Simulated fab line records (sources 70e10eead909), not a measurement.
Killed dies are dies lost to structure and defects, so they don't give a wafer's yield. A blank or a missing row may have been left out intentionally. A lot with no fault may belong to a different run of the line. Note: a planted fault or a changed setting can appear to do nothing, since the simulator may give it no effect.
A lot that was struck, set against a sound lot :: flow nand-harc :: 15 steps out of a route of 1302
Sound: the wafers L420.1, L420.2, L420.4. Wafers L429.3, L429.5, L429.6 were the ones struck. The cause is given at the end.
Per side, at each step with rows, come the tool, then ch with its chambers, and then its first start. Under that, the readings that differ: sound wafers :: struck wafers :: difference of the means :: sigmas: that difference in standard deviations of wafers without a fault.
alike: words and numbers the same on both sides, and readings whose means are apart by under 2 such deviations; not compared: readings that were withheld, readings missing a value for some wafer, numbers with overlapping values and no deviation given by the record, and bounds like >300 which may hide the same value.
A row with sigmas, a row that says differs or no value, or rows on one side alone: a step with any of these is where the two part. Non-overlapping numbers with no deviation appear without sigmas and do not part them. A reading that every wafer of one side lacks parts them only if that side has two wafers or more.

first, 4 steps without rows for these wafers: NHARC_A_DECK1_JOINT_CURE_26 (time 32 s); NHARC_A_DECK1_JOINT_ANNEAL_27 (time 3600 s); NHARC_A_DECK1_JOINT_ANNEAL_28 (time 1800 s); NHARC_A_DECK1_JOINT_ANNEAL_29 (time 1800 s).
NHARC_A_DECK1_JOINT_CMP_02: polishes SiOx.
  sound on cmp-02 ch 0,1,2, day 11 13:27; struck on cmp-01 ch 0,1, day 15 20:53
  alike: motor-current-A
then, 1 step without rows for these wafers: NHARC_A_DECK1_JOINT_SRD_15.
NHARC_A_DECK1_JOINT_DEP_16: deposits SiO2, target thk 45 nm.
  sound on pecvd-03 ch 1,2, day 11 13:50; struck on pecvd-01 ch 0,2, day 15 21:19
  alike: heater-power-outer-w, heater-power-w, mfc-precursor-sccm, throttle-valve-pct
NHARC_A_DECK1_JOINT_THK_MEAS_17: measures by ellipsometry.
  sound: film-metro-02 at day 11 14:07; struck: film-metro-01 at day 15 21:34
  alike: thk-nm
NHARC_A_DECK1_JOINT_INSPECT_05:
  sound: defect-inspect-01 at day 11 14:09; struck: defect-inspect-02 at day 15 21:36
  alike: raw-defect-count
then, 1 step without rows for these wafers: NHARC_A_ONON_D2_DEP_00 (target thk 1000 nm).
NHARC_A_ONON_D2_THK_MEAS_02: measures by ellipsometry.
  sound: film-metro-02 at day 11 14:44; struck: film-metro-01 at day 15 22:11
reading: thk-nm (nm)
sound: 984 983 984
struck: 1029 1029 1028
difference: +45
sigmas: +4
NHARC_A_ONON_D2_DEP_03: target thk 1000 nm.
  sound on pecvd-onon-04 ch 0, day 11 14:47; struck on pecvd-onon-03 ch 0, day 15 22:21
NHARC_A_ONON_D2_THK_MEAS_05: measures by ellipsometry.
  sound: film-metro-02 at day 11 15:18; struck: film-metro-01 at day 15 22:44
reading: thk-nm (nm)
sound: 982 982 982
struck: 1158 1157 1158
difference: +176
sigmas: +18
then, 1 step without rows for these wafers: NHARC_A_ONON_D2_DEP_06 (target thk 1000 nm).
-- record jumps: 12 days between struck wafers' starts before vs after; left off in module A_ONON_D2, resumes in module END, first step shown is number 1302 of the route --
NHARC_END_SORT_01:
  sound on prober-02 ch 0, day 26 09:21; struck on prober-02 ch 0, day 28 01:10
reading: killed-at-array
sound: 47 49 57
struck: 674 675 677
difference: +624
sigmas: +35

reading: killed-dies
sound: 50 57 64
struck: 677 677 677
difference: +620
sigmas: +36
  alike: killed-at-other, killed-at-periphery, killed-open, killed-short

## WHERE THEY PART
Earliest at NHARC_A_ONON_D2_THK_MEAS_02; latest, in this record, at NHARC_END_SORT_01.

WHY: what the simulator had put in
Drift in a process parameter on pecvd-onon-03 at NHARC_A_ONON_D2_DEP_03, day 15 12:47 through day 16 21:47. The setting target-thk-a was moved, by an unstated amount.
